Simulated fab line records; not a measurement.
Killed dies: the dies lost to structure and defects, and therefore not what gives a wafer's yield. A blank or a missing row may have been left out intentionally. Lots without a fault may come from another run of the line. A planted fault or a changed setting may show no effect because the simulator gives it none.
Which tool was responsible? / flow n5Finfet / route of 1938 steps, sampled at 1 step: 24 lots, 72 wafers

## WHAT THE GAUGES READ, wafer by wafer
N5_BEOL_M2_OVL_MEAS_29.
lot=L074; measured=day 6 15:25; on=overlay-01; V1_OVL (nm)=0.3 0.5 -1.5
lot=L075; measured=day 6 17:03; on=overlay-02; V1_OVL (nm)=0.8 -0.2 0.5
lot=L076; measured=day 6 21:45; on=overlay-01; V1_OVL (nm)=-0.8 -0.5 -0.4
lot=L077; measured=day 7 08:29; on=overlay-02; V1_OVL (nm)=0.4 -0.6 0.0
lot=L078; measured=day 7 17:18; on=overlay-02; V1_OVL (nm)=1.7 -0.3 1.2
lot=L080; measured=day 8 00:26; on=overlay-01; V1_OVL (nm)=1.0 0.0 0.6
lot=L079; measured=day 8 04:23; on=overlay-02; V1_OVL (nm)=-0.1 0.3 -0.5
lot=L081; measured=day 8 07:40; on=overlay-02; V1_OVL (nm)=1.8 0.4 0.3
lot=L082; measured=day 8 18:47; on=overlay-02; V1_OVL (nm)=-0.1 -0.1 0.1
lot=L083; measured=day 8 20:04; on=overlay-01; V1_OVL (nm)=-0.5 -0.7 0.9
lot=L084; measured=day 9 02:53; on=overlay-02; V1_OVL (nm)=-1.1 -1.5 -0.4
lot=L085; measured=day 9 14:53; on=overlay-01; V1_OVL (nm)=0.4 -0.5 0.5
lot=L086; measured=day 9 15:36; on=overlay-02; V1_OVL (nm)=-1.0 -1.4 -0.7
lot=L087; measured=day 9 19:03; on=overlay-02; V1_OVL (nm)=-0.4 -0.4 -0.4
lot=L089; measured=day 10 03:02; on=overlay-01; V1_OVL (nm)=0.7 1.6 1.2
lot=L088; measured=day 10 17:47; on=overlay-02; V1_OVL (nm)=0.9 1.5 1.0
lot=L090; measured=day 10 18:35; on=overlay-02; V1_OVL (nm)=-1.2 0.4 -0.3
lot=L091; measured=day 10 23:10; on=overlay-02; V1_OVL (nm)=0.3 0.2 -0.5
lot=L092; measured=day 11 02:35; on=overlay-01; V1_OVL (nm)=0.4 -0.1 0.2
lot=L093; measured=day 11 03:15; on=overlay-02; V1_OVL (nm)=1.2 -1.4 0.5
lot=L094; measured=day 11 07:43; on=overlay-02; V1_OVL (nm)=1.2 -1.4 0.3
lot=L095; measured=day 11 15:11; on=overlay-02; V1_OVL (nm)=-0.4 -1.0 -0.7
lot=L097; measured=day 12 09:46; on=overlay-02; V1_OVL (nm)=0.6 -0.7 -0.2
lot=L096; measured=day 12 13:35; on=overlay-02; V1_OVL (nm)=-0.5 -1.2 -0.6

## EACH LOT AND THE TOOL THAT RAN IT (in order: tool; ch and the chambers of the sampled wafers; start)
Record: no process step prior to these readings.

## AS READ BY THE TOOLS THEMSELVES (means over the sampled wafers that have a number; for cases with no such wafer, the mark the record gives instead)
The record holds no such reading with a usual standard deviation.

## THE ANSWER, worked out from the rows above alone
Rule: what is usual is taken from the lots themselves. Put in order of their means at a reading, lots are off if they are a third of the lots or fewer, leave a main group of 4 or more, and stand apart from it by a gap of 3 or more times the standard deviation of the main group's means; of several such gaps the widest counts. A main group is skipped when, at the precision printed for the reading in the tables above, its means are all equal. Also off: a lot with no number at a reading for which 4 or more lots have one. The other lots that the step has rows for count as sound. First the gauges in route order, then the tools' own readings, where a lot's mean is used as printed above. The first step at which some lot is off is used, and at that step the reading that is off furthest; a lot without a number counts as furthest.
Nothing can be told from this: no lot is off at any reading shown.

## WHAT THE SIMULATOR HAD INSERTED
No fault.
